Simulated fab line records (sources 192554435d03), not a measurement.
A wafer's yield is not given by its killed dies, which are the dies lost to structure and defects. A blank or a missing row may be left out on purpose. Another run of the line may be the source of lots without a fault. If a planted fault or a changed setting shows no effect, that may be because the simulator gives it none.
What tool caused it? :: flow n5Finfet :: 10 lots with 29 wafers sampled at 5 steps, on a route of 1938 steps

## WHAT THE GAUGES SHOWED, per wafer
N5_BEOL_M3_OVL_MEAS_12. Usual: M3_OVL -0.2 nm, standard deviation 0.6.
lot: L711
measured: day 7 12:15
on: overlay-02
M3_OVL (nm): -0.9 -0.5 -0.8
flag: 

lot: L712
measured: day 7 12:32
on: overlay-02
M3_OVL (nm): -0.2 -0.5 0.6
flag: 

lot: L716
measured: day 8 17:26
on: overlay-02
M3_OVL (nm): -0.6 -0.3 -0.1
flag: 

lot: L718
measured: day 9 03:48
on: overlay-02
M3_OVL (nm): 0.0 0.0 -0.8
flag: 

lot: L725
measured: day 10 21:17
on: overlay-01
M3_OVL (nm): -1.6 -1.5 -0.9
flag: 

lot: L723
measured: day 10 21:23
on: overlay-01
M3_OVL (nm): 0.1 -1.0 -0.5
flag: 

lot: L727
measured: day 11 03:06
on: overlay-01
M3_OVL (nm): -0.6 -0.4
flag: 

lot: L729
measured: day 12 01:33
on: overlay-01
M3_OVL (nm): -0.3 -0.1 -0.5
flag: 

lot: L732
measured: day 12 22:13
on: overlay-01
M3_OVL (nm): -0.7 -0.6 -0.2
flag: 

lot: L731
measured: day 14 03:50
on: overlay-02
M3_OVL (nm): -1.0 -0.2 0.0
flag: 

N5_BEOL_M4_RC_MEAS_101. Usual: DIBL_N 36.3 mV/V, standard deviation 2.2; DIBL_P 36.0 mV/V, standard deviation 2.4; IOFF_N 0.16 nA/um, standard deviation 0.042; IOFF_P 0.22 nA/um, standard deviation 0.041; ION_N 672 uA/um, standard deviation 14; ION_P 462 uA/um, standard deviation 7.9; SS_N 71.7 mV/dec, standard deviation 0.76; SS_P 73.3 mV/dec, standard deviation 0.72; VT_N 250 mV, standard deviation 3.6; VT_P -249 mV, standard deviation 3.
lot: L711
measured: day 8 07:45
on: prober-02
DIBL_N (mV/V): 37.1 35.7 38.0
DIBL_P (mV/V): 36.6 36.3 37.9
IOFF_N (nA/um): 0.18 0.15 0.20
IOFF_P (nA/um): 0.24 0.24 0.27
ION_N (uA/um): 673 667 679
ION_P (uA/um): 467 466 463
SS_N (mV/dec): 71.0 71.5 72.0
SS_P (mV/dec): 73.4 73.0 73.9
VT_N (mV): 251 252 244
VT_P (mV): -249 -246 -244
flag: 

lot: L712
measured: day 8 11:30
on: prober-02
DIBL_N (mV/V): 34.8 38.0 36.3
DIBL_P (mV/V): 35.2 37.8 36.1
IOFF_N (nA/um): 0.15 0.21 0.17
IOFF_P (nA/um): 0.20 0.26 0.22
ION_N (uA/um): 679 687 689
ION_P (uA/um): 465 464 465
SS_N (mV/dec): 70.7 72.2 71.3
SS_P (mV/dec): 72.5 74.1 73.2
VT_N (mV): 251 248 249
VT_P (mV): -251 -249 -251
flag: 

lot: L716
measured: day 9 13:12
on: prober-01
DIBL_N (mV/V): 32.6 35.4 35.2
DIBL_P (mV/V): 30.9 35.6 34.7
IOFF_N (nA/um): 0.10 0.16 0.14
IOFF_P (nA/um): 0.14 0.20 0.18
ION_N (uA/um): 651 671 661
ION_P (uA/um): 450 460 454
SS_N (mV/dec): 71.1 71.6 72.3
SS_P (mV/dec): 71.5 72.7 72.0
VT_N (mV): 256 248 248
VT_P (mV): -253 -250 -250
flag: 

lot: L718
measured: day 9 18:18
on: prober-01
DIBL_N (mV/V): 34.6 36.1 37.9
DIBL_P (mV/V): 33.0 34.1 36.8
IOFF_N (nA/um): 0.11 0.13 0.17
IOFF_P (nA/um): 0.17 0.19 0.24
ION_N (uA/um): 662 663 689
ION_P (uA/um): 458 458 470
SS_N (mV/dec): 70.9 71.0 72.2
SS_P (mV/dec): 72.2 72.6 72.9
VT_N (mV): 253 253 250
VT_P (mV): -253 -250 -246
flag: 

lot: L725
measured: day 11 09:41
on: prober-02
DIBL_N (mV/V): 34.4 34.4 33.5
DIBL_P (mV/V): 35.2 34.6 34.2
IOFF_N (nA/um): 0.16 0.16 0.14
IOFF_P (nA/um): 0.24 0.23 0.22
ION_N (uA/um): 671 689 668
ION_P (uA/um): 466 475 464
SS_N (mV/dec): 72.1 71.0 70.8
SS_P (mV/dec): 73.3 73.2 72.4
VT_N (mV): 250 247 252
VT_P (mV): -245 -244 -246
flag: 

lot: L723
measured: day 11 12:07
on: prober-02
DIBL_N (mV/V): 36.8 35.6 35.8
DIBL_P (mV/V): 36.9 35.2 34.2
IOFF_N (nA/um): 0.16 0.14 0.12
IOFF_P (nA/um): 0.25 0.22 0.20
ION_N (uA/um): 674 661 643
ION_P (uA/um): 469 463 445
SS_N (mV/dec): 72.6 71.7 72.1
SS_P (mV/dec): 73.8 73.7 73.2
VT_N (mV): 249 252 255
VT_P (mV): -247 -248 -250
flag: 

lot: L727
measured: day 12 05:41
on: prober-01
DIBL_N (mV/V): 35.7 37.2
DIBL_P (mV/V): 35.3 37.2
IOFF_N (nA/um): 0.14 0.17
IOFF_P (nA/um): 0.18 0.20
ION_N (uA/um): 650 662
ION_P (uA/um): 445 460
SS_N (mV/dec): 71.6 72.2
SS_P (mV/dec): 72.7 73.2
VT_N (mV): 253 250
VT_P (mV): -252 -251
flag: 

lot: L729
measured: day 14 01:11
on: prober-01
DIBL_N (mV/V): 37.3 38.0 33.8
DIBL_P (mV/V): 39.3 39.8 34.4
IOFF_N (nA/um): 0.20 0.21 0.12
IOFF_P (nA/um): 0.30 0.31 0.19
ION_N (uA/um): 689 692 661
ION_P (uA/um): 482 476 460
SS_N (mV/dec): 70.9 72.5 70.5
SS_P (mV/dec): 74.7 74.0 72.2
VT_N (mV): 244 245 252
VT_P (mV): -241 -244 -249
flag: 

lot: L732
measured: day 14 04:40
on: prober-01
DIBL_N (mV/V): 39.2 38.6 38.5
DIBL_P (mV/V): 37.0 38.2 37.3
IOFF_N (nA/um): 0.23 0.20 0.20
IOFF_P (nA/um): 0.21 0.22 0.21
ION_N (uA/um): 668 685 688
ION_P (uA/um): 447 460 454
SS_N (mV/dec): 74.3 72.2 72.5
SS_P (mV/dec): 73.7 73.6 73.6
VT_N (mV): 251 249 250
VT_P (mV): -253 -251 -250
flag: 

lot: L731
measured: day 15 06:28
on: prober-01
DIBL_N (mV/V): 33.2 34.1 33.4
DIBL_P (mV/V): 34.8 35.7 34.9
IOFF_N (nA/um): 0.14 0.15 0.14
IOFF_P (nA/um): 0.19 0.19 0.20
ION_N (uA/um): 674 685 672
ION_P (uA/um): 468 470 465
SS_N (mV/dec): 70.5 71.1 71.2
SS_P (mV/dec): 72.9 72.8 72.7
VT_N (mV): 251 249 250
VT_P (mV): -251 -251 -250
flag: 

## TOOL THAT RAN EACH LOT (tool first, then ch and the chambers of the sampled wafers, then the start)
lot: L711
N5_BEOL_M2_CO_CAP_55: cvdCo-01 ch 0,2, day 7 10:46
N5_BEOL_M3_ILD_DEP_00: pecvd-04 ch 0,1,2, day 7 11:02
N5_BEOL_M3_COAT_61: lithoTrack-02 ch 0, day 7 11:50

lot: L712
N5_BEOL_M2_CO_CAP_55: cvdCo-02 ch 1,2, day 7 11:02
N5_BEOL_M3_ILD_DEP_00: pecvd-03 ch 1,2, day 7 11:17
N5_BEOL_M3_COAT_61: lithoTrack-02 ch 0, day 7 12:07

lot: L716
N5_BEOL_M2_CO_CAP_55: cvdCo-02 ch 0,1,2, day 8 16:25
N5_BEOL_M3_ILD_DEP_00: pecvd-04 ch 1,2, day 8 16:40
N5_BEOL_M3_COAT_61: lithoTrack-01 ch 0, day 8 17:01

lot: L718
N5_BEOL_M2_CO_CAP_55: cvdCo-01 ch 1,2, day 9 02:16
N5_BEOL_M3_ILD_DEP_00: pecvd-04 ch 0,1,2, day 9 02:31
N5_BEOL_M3_COAT_61: lithoTrack-02 ch 0, day 9 03:23

lot: L725
N5_BEOL_M2_CO_CAP_55: cvdCo-02 ch 0,1,2, day 10 19:35
N5_BEOL_M3_ILD_DEP_00: pecvd-03 ch 1,2, day 10 19:50
N5_BEOL_M3_COAT_61: lithoTrack-05 ch 0, day 10 20:52

lot: L723
N5_BEOL_M2_CO_CAP_55: cvdCo-01 ch 0,1,2, day 10 19:52
N5_BEOL_M3_ILD_DEP_00: pecvd-03 ch 0,1,2, day 10 20:05
N5_BEOL_M3_COAT_61: lithoTrack-02 ch 0, day 10 20:59

lot: L727
N5_BEOL_M2_CO_CAP_55: cvdCo-01 ch 1,2, day 11 00:47
N5_BEOL_M3_ILD_DEP_00: pecvd-02 ch 0,1, day 11 01:01
N5_BEOL_M3_COAT_61: lithoTrack-05 ch 0, day 11 02:44

lot: L729
N5_BEOL_M2_CO_CAP_55: cvdCo-01 ch 0,1,2, day 11 23:49
N5_BEOL_M3_ILD_DEP_00: pecvd-03 ch 0,1,2, day 12 00:04
N5_BEOL_M3_COAT_61: lithoTrack-01 ch 0, day 12 01:15

lot: L732
N5_BEOL_M2_CO_CAP_55: cvdCo-02 ch 0,1, day 12 21:08
N5_BEOL_M3_ILD_DEP_00: pecvd-03 ch 1,2, day 12 21:23
N5_BEOL_M3_COAT_61: lithoTrack-01 ch 0, day 12 21:55

lot: L731
N5_BEOL_M2_CO_CAP_55: cvdCo-01 ch 0,1,2, day 14 02:19
N5_BEOL_M3_ILD_DEP_00: pecvd-02 ch 0,1, day 14 02:35
N5_BEOL_M3_COAT_61: lithoTrack-01 ch 0, day 14 03:32
- N5_BEOL_M2_CO_CAP_55: material Co, precursor CCTBA/H2, target thk 2 nm, time 102.1 s.
- N5_BEOL_M3_ILD_DEP_00: deposits SiOC from DEMS/O2, target thk 79 nm, time 15.3 s.
- N5_BEOL_M3_COAT_61: time 60 s, resist thk 60 nm.

## AS READ BY THE TOOLS THEMSELVES (means over the sampled wafers that have a number; for cases with no such wafer, the mark the record gives instead)
N5_BEOL_M2_CO_CAP_55. Usual: heaterPowerOuterW 118 W, standard deviation 4.9; heaterPowerW 231 W, standard deviation 5.6; susceptorTempC 200.01 C, standard deviation 0.17.
lot: L711
tool: cvdCo-01
heaterPowerOuterW (W): 120
heaterPowerW (W): 234
susceptorTempC (C): 199.98
flag: 

lot: L712
tool: cvdCo-02
heaterPowerOuterW (W): 113
heaterPowerW (W): 226
susceptorTempC (C): 200.05
flag: 

lot: L716
tool: cvdCo-02
heaterPowerOuterW (W): 116
heaterPowerW (W): 228
susceptorTempC (C): 200.03
flag: 

lot: L718
tool: cvdCo-01
heaterPowerOuterW (W): 115
heaterPowerW (W): 226
susceptorTempC (C): 200.05
flag: 

lot: L725
tool: cvdCo-02
heaterPowerOuterW (W): 117
heaterPowerW (W): 232
susceptorTempC (C): 199.87
flag: 

lot: L723
tool: cvdCo-01
heaterPowerOuterW (W): 119
heaterPowerW (W): 229
susceptorTempC (C): 199.93
flag: 

lot: L727
tool: cvdCo-01
heaterPowerOuterW (W): 116
heaterPowerW (W): 228
susceptorTempC (C): 199.97
flag: 

lot: L729
tool: cvdCo-01
heaterPowerOuterW (W): 119
heaterPowerW (W): 231
susceptorTempC (C): 199.98
flag: 

lot: L732
tool: cvdCo-02
heaterPowerOuterW (W): 120
heaterPowerW (W): 233
susceptorTempC (C): 200.04
flag: 

lot: L731
tool: cvdCo-01
heaterPowerOuterW (W): 120
heaterPowerW (W): 232
susceptorTempC (C): 200.18
flag: 

N5_BEOL_M3_ILD_DEP_00. Usual: heaterPowerOuterW 275 W, standard deviation 42; heaterPowerW 491 W, standard deviation 75; showerheadPlenumPTorr 5.701 Torr, standard deviation 0.019; susceptorTempC 349.97 C, standard deviation 0.22; throttleValvePct 12.0 %, standard deviation 0.94.
lot: L711
tool: pecvd-04
heaterPowerOuterW (W): 292
heaterPowerW (W): 500
showerheadPlenumPTorr (Torr): 5.695
susceptorTempC (C): 349.91
throttleValvePct (%): 12.7
flag: 

lot: L712
tool: pecvd-03
heaterPowerOuterW (W): 211
heaterPowerW (W): 386
showerheadPlenumPTorr (Torr): 5.707
susceptorTempC (C): 349.84
throttleValvePct (%): 11.2
flag: 

lot: L716
tool: pecvd-04
heaterPowerOuterW (W): 277
heaterPowerW (W): 492
showerheadPlenumPTorr (Torr): 5.706
susceptorTempC (C): 350.23
throttleValvePct (%): 11.9
flag: 

lot: L718
tool: pecvd-04
heaterPowerOuterW (W): 293
heaterPowerW (W): 500
showerheadPlenumPTorr (Torr): 5.685
susceptorTempC (C): 349.96
throttleValvePct (%): 12.6
flag: 

lot: L725
tool: pecvd-03
heaterPowerOuterW (W): 213
heaterPowerW (W): 387
showerheadPlenumPTorr (Torr): 5.699
susceptorTempC (C): 350.01
throttleValvePct (%): 11.3
flag: 

lot: L723
tool: pecvd-03
heaterPowerOuterW (W): 273
heaterPowerW (W): 488
showerheadPlenumPTorr (Torr): 5.717
susceptorTempC (C): 350.01
throttleValvePct (%): 11.9
flag: 

lot: L727
tool: pecvd-02
heaterPowerOuterW (W): 294
heaterPowerW (W): 544
showerheadPlenumPTorr (Torr): 5.689
susceptorTempC (C): 349.86
throttleValvePct (%): 11.8
flag: 

lot: L729
tool: pecvd-03
heaterPowerOuterW (W): 265
heaterPowerW (W): 459
showerheadPlenumPTorr (Torr): 5.717
susceptorTempC (C): 349.97
throttleValvePct (%): 12.2
flag: 

lot: L732
tool: pecvd-03
heaterPowerOuterW (W): 214
heaterPowerW (W): 390
showerheadPlenumPTorr (Torr): 5.706
susceptorTempC (C): 350.03
throttleValvePct (%): 11.3
flag: 

lot: L731
tool: pecvd-02
heaterPowerOuterW (W): 276
heaterPowerW (W): 528
showerheadPlenumPTorr (Torr): 5.683
susceptorTempC (C): 349.82
throttleValvePct (%): 12.0
flag: 

N5_BEOL_M3_COAT_61. Usual: exhaustPa 45.1 Pa, standard deviation 0.9; heaterPowerTotalW 500.5 W, standard deviation 1.8; runLengthS 66.29 s, standard deviation 0.17.
lot: L711
tool: lithoTrack-02
exhaustPa (Pa): 44.2
heaterPowerTotalW (W): 502.0
runLengthS (s): 66.43
flag: 

lot: L712
tool: lithoTrack-02
exhaustPa (Pa): 45.5
heaterPowerTotalW (W): 500.1
runLengthS (s): 66.35
flag: 

lot: L716
tool: lithoTrack-01
exhaustPa (Pa): 45.9
heaterPowerTotalW (W): 500.2
runLengthS (s): 66.38
flag: 

lot: L718
tool: lithoTrack-02
exhaustPa (Pa): 45.0
heaterPowerTotalW (W): 500.8
runLengthS (s): 66.30
flag: 

lot: L725
tool: lithoTrack-05
exhaustPa (Pa): 44.9
heaterPowerTotalW (W): 500.9
runLengthS (s): 66.18
flag: 

lot: L723
tool: lithoTrack-02
exhaustPa (Pa): 45.1
heaterPowerTotalW (W): 499.9
runLengthS (s): 73.73
flag: OFF

lot: L727
tool: lithoTrack-05
exhaustPa (Pa): 46.0
heaterPowerTotalW (W): 501.6
runLengthS (s): 66.23
flag: 

lot: L729
tool: lithoTrack-01
exhaustPa (Pa): 44.4
heaterPowerTotalW (W): 500.4
runLengthS (s): 66.38
flag: 

lot: L732
tool: lithoTrack-01
exhaustPa (Pa): 44.8
heaterPowerTotalW (W): 500.9
runLengthS (s): 66.36
flag: 

lot: L731
tool: lithoTrack-01
exhaustPa (Pa): 45.9
heaterPowerTotalW (W): 501.1
runLengthS (s): 66.51
flag: 

## THE ANSWER, worked out from the rows above alone
Rule: a lot counts as off when the mean over its wafers that have a number is more than 3 standard deviations away from the usual mean. A lot without any number at a reading at which 4 lots or more have one is off too. All remaining lots with rows at the step are treated as sound. Order of review: gauges by route order, followed by the tools' own readings, for which a lot's mean as printed above is used. At the first step where some lot is off, the reading lying furthest off is the one used; lots without a number count as furthest.
Off: L723, at N5_BEOL_M3_COAT_61 (runLengthS).
If a tool, at that step or one of the process steps before it, ran each lot that is off and ran no sound lot following the first of them, it fits. One fits: lithoTrack-02 at N5_BEOL_M3_COAT_61. A fault onset in the window from L718 (day 9 03:23, its last sound lot) to L723 (day 10 20:59, its first lot off) fits.
On the lots that are off, the tool's own readings at N5_BEOL_M3_COAT_61 differ by more than 5 times the standard deviation of the sound lots' means, which bears it out; runLengthS reads 73.73 s there versus 66.35 s on the sound lots.

## WHAT THE SIMULATOR PUT IN
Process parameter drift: lithoTrack-02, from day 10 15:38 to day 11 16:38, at N5_BEOL_M3_COAT_61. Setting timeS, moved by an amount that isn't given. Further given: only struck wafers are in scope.
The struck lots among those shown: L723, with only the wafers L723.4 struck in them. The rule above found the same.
